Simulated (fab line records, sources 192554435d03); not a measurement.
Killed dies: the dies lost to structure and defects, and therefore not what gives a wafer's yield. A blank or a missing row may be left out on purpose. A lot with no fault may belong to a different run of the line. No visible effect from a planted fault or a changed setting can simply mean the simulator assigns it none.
Matching of chambers / flow n5Finfet / 3 sister chambers for N5_BEOL_M0_SAQP_PECVD_04 on pecvd-01
The step deposits a-Si from SiH4/He, target thk 60 nm, time 60.2 s. 3 wafers are shown with their chamber, then 9 later ones without.

## EACH WAFER AND ITS CHAMBER
wafer=L088.4; chamber=0; throttleValvePct (%)=19.4
wafer=L089.2; chamber=1; throttleValvePct (%)=19.0
wafer=L089.5; chamber=2; throttleValvePct (%)=16.2

## WAFERS WITH NO CHAMBER GIVEN
wafer=L090.3; throttleValvePct (%)=19.4
wafer=L090.4; throttleValvePct (%)=19.5
wafer=L090.5; throttleValvePct (%)=18.7
wafer=L093.1; throttleValvePct (%)=16.0
wafer=L093.4; throttleValvePct (%)=18.8
wafer=L093.6; throttleValvePct (%)=19.2
wafer=L097.2; throttleValvePct (%)=16.4
wafer=L097.3; throttleValvePct (%)=19.7
wafer=L097.4; throttleValvePct (%)=16.4

## WHICH CHAMBER EACH WENT THROUGH
wafer=L090.3; from the rows above=can't be placed: 0 or 1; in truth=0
wafer=L090.4; from the rows above=can't be placed: 0 or 1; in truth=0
wafer=L090.5; from the rows above=can't be placed: 1 or 0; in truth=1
wafer=L093.1; from the rows above=2; in truth=2
wafer=L093.4; from the rows above=can't be placed: 1 or 0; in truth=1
wafer=L093.6; from the rows above=can't be placed: 0 or 1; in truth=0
wafer=L097.2; from the rows above=2; in truth=2
wafer=L097.3; from the rows above=can't be placed: 0 or 1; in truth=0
wafer=L097.4; from the rows above=2; in truth=2
Placed correctly: 3 of 9. Not placeable from these rows: 6 (in 6, the candidates include the true chamber). Wrongly placed: 0.
How it was worked out, from the rows above alone: a wafer's distance from a chamber is the root of the sum, over the readings, of the square of ((its reading less the chamber's mean) divided by the reading's scatter). If the next closest chamber is less than 2 further off than the closest, the wafer can't be placed; otherwise it belongs to the closest. A chamber's mean is the mean of its shown wafers. The scatter: with one shown wafer a chamber, the root of the mean of the squares of how far each hidden wafer lies from its nearest shown one.
